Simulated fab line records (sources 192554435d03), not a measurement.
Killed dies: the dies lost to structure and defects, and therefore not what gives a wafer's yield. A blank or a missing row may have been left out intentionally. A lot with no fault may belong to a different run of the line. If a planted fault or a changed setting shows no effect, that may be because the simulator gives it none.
Matching of chambers || flow n5_finfet || pecvd-01 running N5_BEOL_M4_ILD_DEP_00: 3 sister chambers
The step deposits SiOC from DEMS/O2, target thk 79 nm, time 15.3 s. 20 wafers are shown with their chamber, then 10 later ones without.

== WAFERS WITH THEIR CHAMBER ==
{"wafer": "L076.1", "chamber": 2, "throttle_valve_pct (%)": 11.5, "heater_power_w (W)": 411, "showerhead_plenum_p_Torr (Torr)": 5.681}
{"wafer": "L076.2", "chamber": 1, "throttle_valve_pct (%)": 12.5, "heater_power_w (W)": 581, "showerhead_plenum_p_Torr (Torr)": 5.689}
{"wafer": "L076.4", "chamber": 0, "throttle_valve_pct (%)": 11.9, "heater_power_w (W)": 395, "showerhead_plenum_p_Torr (Torr)": 5.706}
{"wafer": "L075.3", "chamber": 2, "throttle_valve_pct (%)": 11.5, "heater_power_w (W)": 370, "showerhead_plenum_p_Torr (Torr)": 5.689}
{"wafer": "L075.4", "chamber": 1, "throttle_valve_pct (%)": 12.8, "heater_power_w (W)": 514, "showerhead_plenum_p_Torr (Torr)": 5.685}
{"wafer": "L075.5", "chamber": 2, "throttle_valve_pct (%)": 11.6, "heater_power_w (W)": 380, "showerhead_plenum_p_Torr (Torr)": 5.684}
{"wafer": "L078.3", "chamber": 1, "throttle_valve_pct (%)": 12.4, "heater_power_w (W)": 534, "showerhead_plenum_p_Torr (Torr)": 5.690}
{"wafer": "L078.5", "chamber": 2, "throttle_valve_pct (%)": 11.6, "heater_power_w (W)": 364, "showerhead_plenum_p_Torr (Torr)": 5.687}
{"wafer": "L078.6", "chamber": 0, "throttle_valve_pct (%)": 11.5, "heater_power_w (W)": 339, "showerhead_plenum_p_Torr (Torr)": 5.696}
{"wafer": "L082.4", "chamber": 0, "throttle_valve_pct (%)": 11.5, "heater_power_w (W)": 404, "showerhead_plenum_p_Torr (Torr)": 5.709}
{"wafer": "L082.5", "chamber": 1, "throttle_valve_pct (%)": 12.5, "heater_power_w (W)": 540, "showerhead_plenum_p_Torr (Torr)": 5.675}
{"wafer": "L082.6", "chamber": 2, "throttle_valve_pct (%)": 11.5, "heater_power_w (W)": 431, "showerhead_plenum_p_Torr (Torr)": 5.695}
{"wafer": "L080.1", "chamber": 2, "throttle_valve_pct (%)": 11.7, "heater_power_w (W)": 381, "showerhead_plenum_p_Torr (Torr)": 5.674}
{"wafer": "L080.2", "chamber": 0, "throttle_valve_pct (%)": 11.7, "heater_power_w (W)": 416, "showerhead_plenum_p_Torr (Torr)": 5.707}
{"wafer": "L080.4", "chamber": 1, "throttle_valve_pct (%)": 12.4, "heater_power_w (W)": 585, "showerhead_plenum_p_Torr (Torr)": 5.676}
{"wafer": "L088.1", "chamber": 0, "throttle_valve_pct (%)": 11.8, "heater_power_w (W)": 432, "showerhead_plenum_p_Torr (Torr)": 5.712}
{"wafer": "L088.4", "chamber": 1, "throttle_valve_pct (%)": 12.5, "heater_power_w (W)": 538, "showerhead_plenum_p_Torr (Torr)": 5.680}
{"wafer": "L088.5", "chamber": 0, "throttle_valve_pct (%)": 11.9, "heater_power_w (W)": 433, "showerhead_plenum_p_Torr (Torr)": 5.720}
{"wafer": "L090.3", "chamber": 1, "throttle_valve_pct (%)": 12.6, "heater_power_w (W)": 457, "showerhead_plenum_p_Torr (Torr)": 5.675}
{"wafer": "L090.4", "chamber": 1, "throttle_valve_pct (%)": 12.3, "heater_power_w (W)": 482, "showerhead_plenum_p_Torr (Torr)": 5.686}

SIGNATURES (averages over the wafers above)
{"reading": "throttle_valve_pct", "chamber 0": 11.717, "chamber 1": 12.500, "chamber 2": 11.567, "scatter within a chamber": 0.146}
{"reading": "heater_power_w", "chamber 0": 403.17, "chamber 1": 528.88, "chamber 2": 389.50, "scatter within a chamber": 36.9}
{"reading": "showerhead_plenum_p_Torr", "chamber 0": 5.70833, "chamber 1": 5.68200, "chamber 2": 5.68500, "scatter within a chamber": 0.00704}
Rule: distance of a wafer from a chamber = root of the sum over the readings of ((wafer's reading minus chamber's mean) / reading's scatter) squared. If the next closest chamber is less than 2 further off than the closest, the wafer can't be placed; otherwise it belongs to the closest. How the scatter is found: for the shown wafers, subtract from each reading the mean of its chamber, square and add these, divide the total by (wafers less chambers), then take the root.

== WAFERS WITH NO CHAMBER GIVEN ==
{"wafer": "L090.6", "throttle_valve_pct (%)": 11.6, "heater_power_w (W)": 427, "showerhead_plenum_p_Torr (Torr)": 5.693}
{"wafer": "L094.1", "throttle_valve_pct (%)": 11.9, "heater_power_w (W)": 434, "showerhead_plenum_p_Torr (Torr)": 5.707}
{"wafer": "L094.2", "throttle_valve_pct (%)": 12.7, "heater_power_w (W)": 539, "showerhead_plenum_p_Torr (Torr)": 5.681}
{"wafer": "L094.4", "throttle_valve_pct (%)": 11.8, "heater_power_w (W)": 330, "showerhead_plenum_p_Torr (Torr)": 5.699}
{"wafer": "L093.1", "throttle_valve_pct (%)": 12.8, "heater_power_w (W)": 579, "showerhead_plenum_p_Torr (Torr)": 5.684}
{"wafer": "L093.2", "throttle_valve_pct (%)": 11.7, "heater_power_w (W)": 395, "showerhead_plenum_p_Torr (Torr)": 5.724}
{"wafer": "L093.4", "throttle_valve_pct (%)": 12.9, "heater_power_w (W)": 465, "showerhead_plenum_p_Torr (Torr)": 5.684}
{"wafer": "L095.2", "throttle_valve_pct (%)": 11.7, "heater_power_w (W)": 389, "showerhead_plenum_p_Torr (Torr)": 5.720}
{"wafer": "L095.3", "throttle_valve_pct (%)": 11.7, "heater_power_w (W)": 398, "showerhead_plenum_p_Torr (Torr)": 5.712}
{"wafer": "L095.4", "throttle_valve_pct (%)": 12.8, "heater_power_w (W)": 596, "showerhead_plenum_p_Torr (Torr)": 5.689}

== THE CHAMBER EACH PASSED THROUGH ==
{"wafer": "L090.6", "from the rows above": "can't be placed: 2 or 0", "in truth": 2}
{"wafer": "L094.1", "from the rows above": 0, "in truth": 0}
{"wafer": "L094.2", "from the rows above": 1, "in truth": 1}
{"wafer": "L094.4", "from the rows above": "can't be placed: 0 or 2", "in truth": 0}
{"wafer": "L093.1", "from the rows above": 1, "in truth": 1}
{"wafer": "L093.2", "from the rows above": 0, "in truth": 0}
{"wafer": "L093.4", "from the rows above": 1, "in truth": 1}
{"wafer": "L095.2", "from the rows above": 0, "in truth": 0}
{"wafer": "L095.3", "from the rows above": 0, "in truth": 0}
{"wafer": "L095.4", "from the rows above": 1, "in truth": 1}
Correctly placed: 8 of 10. From these rows, 2 cannot be placed; in 2 the true chamber is one of the candidates. Placed wrongly: 0.
